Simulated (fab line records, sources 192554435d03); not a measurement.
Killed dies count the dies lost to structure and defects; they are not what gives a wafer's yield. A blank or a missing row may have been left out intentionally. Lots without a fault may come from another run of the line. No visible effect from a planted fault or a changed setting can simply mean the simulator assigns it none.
Matching of chambers    flow n5 finfet    N5_BEOL_M10_STRIP_19 on rie diel-01: 4 sister chambers
The step strips in O2. 8 wafers are shown with their chamber, then 9 later ones without.

## WAFERS PAIRED WITH THEIR CHAMBERS
wafer   chamber  drypump motor current A (A)  throttle valve pct (%)
L081.5  0        5.34                         16.74
L083.4  3        5.27                         16.49
L083.5  0        5.34                         16.73
L088.1  1        5.63                         16.29
L088.5  2        5.74                         16.85
L087.2  3        5.25                         16.52
L087.3  2        5.78                         16.86
L087.4  1        5.62                         16.29

## WAFERS WITHOUT THEIR CHAMBER
wafer   drypump motor current A (A)  throttle valve pct (%)
L094.2  5.25                         16.53
L094.3  5.35                         16.26
L094.4  5.25                         16.55
L097.2  5.65                         16.35
L097.4  5.64                         16.34
L097.6  5.31                         16.29
L095.3  5.65                         16.35
L095.4  5.77                         16.42
L095.5  5.25                         16.55

## WHICH CHAMBER EACH WENT THROUGH
wafer    from the rows above       in truth
L094.2   3                         3
L094.3   1                         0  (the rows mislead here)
L094.4   3                         3
L097.2   1                         1
L097.4   1                         1
L097.6   can't be placed: 3 or 1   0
L095.3   1                         1
L095.4   1                         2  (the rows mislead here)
L095.5   3                         3
Correct placement for 6 of the 9. Unplaceable from these rows: 1, with the true chamber sitting among the candidates in 0. Number placed wrongly: 2.
How it was worked out, from the rows above alone: a wafer's distance from a chamber is the root of the sum, over the readings, of the square of ((its reading less the chamber's mean) divided by the reading's scatter). If the next closest chamber is less than 2 further off than the closest, the wafer can't be placed; otherwise it belongs to the closest. A chamber's mean is the mean of its shown wafers. The scatter: the root of (the sum of the squares of (reading less its chamber's mean) over the shown wafers, divided by (wafers less chambers)).
